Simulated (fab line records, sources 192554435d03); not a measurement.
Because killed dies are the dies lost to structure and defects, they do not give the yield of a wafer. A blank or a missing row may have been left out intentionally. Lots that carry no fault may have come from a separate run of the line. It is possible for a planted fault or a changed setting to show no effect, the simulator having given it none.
Matching of chambers ; flow n5Finfet ; N5_MOL_CONTACT_COAG_CMP_23 on cmp-02 has 4 sister chambers
The step polishes, stops on SiO2, t overpolish 1.5 s, target thk 0 nm. 8 wafers are shown with their chamber, then 10 later ones without.

EACH WAFER AND ITS CHAMBER
wafer;chamber;motorCurrentA (A);timeToEndpointS (s)
L083.4;0;8.7;11.9
L083.5;2;8.6;7.9
L083.6;3;6.8;12.0
L087.2;1;8.9;10.2
L087.3;0;9.1;12.6
L087.6;2;8.0;10.0
L088.1;3;6.8;8.2
L088.3;1;8.5;10.2

WAFERS WHOSE CHAMBER IS MISSING
wafer;motorCurrentA (A);timeToEndpointS (s)
L088.4;9.7;13.2
L089.3;8.4;8.2
L089.4;8.4;12.1
L089.5;8.7;11.7
L092.1;8.7;8.7
L092.4;9.4;12.7
L092.6;6.6;9.6
L093.1;6.4;7.7
L093.2;9.3;10.9
L093.6;8.8;7.4

CHAMBER TAKEN BY EACH
wafer;from the rows above;in truth
L088.4;can't be placed: 0 or 1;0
L089.3;can't be placed: 2 or 1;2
L089.4;can't be placed: 1 or 0 or 2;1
L089.5;can't be placed: 0 or 1 or 2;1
L092.1;can't be placed: 1 or 2 or 0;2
L092.4;can't be placed: 0 or 1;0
L092.6;3;3
L093.1;3;3
L093.2;can't be placed: 0 or 1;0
L093.6;can't be placed: 1 or 2 or 0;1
Placed correctly: 2 of 10. These rows do not allow placing 8 (true chamber among the candidates in 8). Wrongly placed: 0.
How it was worked out, from the rows above alone: a wafer's distance from a chamber is the root of the sum, over the readings, of the square of ((its reading less the chamber's mean) divided by the reading's scatter). If the next closest chamber is less than 2 further off than the closest, the wafer can't be placed; otherwise it belongs to the closest. A chamber's mean is the mean of its shown wafers. The scatter: take each reading less its chamber's mean, square it, sum over the shown wafers, divide by the number of wafers less the number of chambers, and take the root.
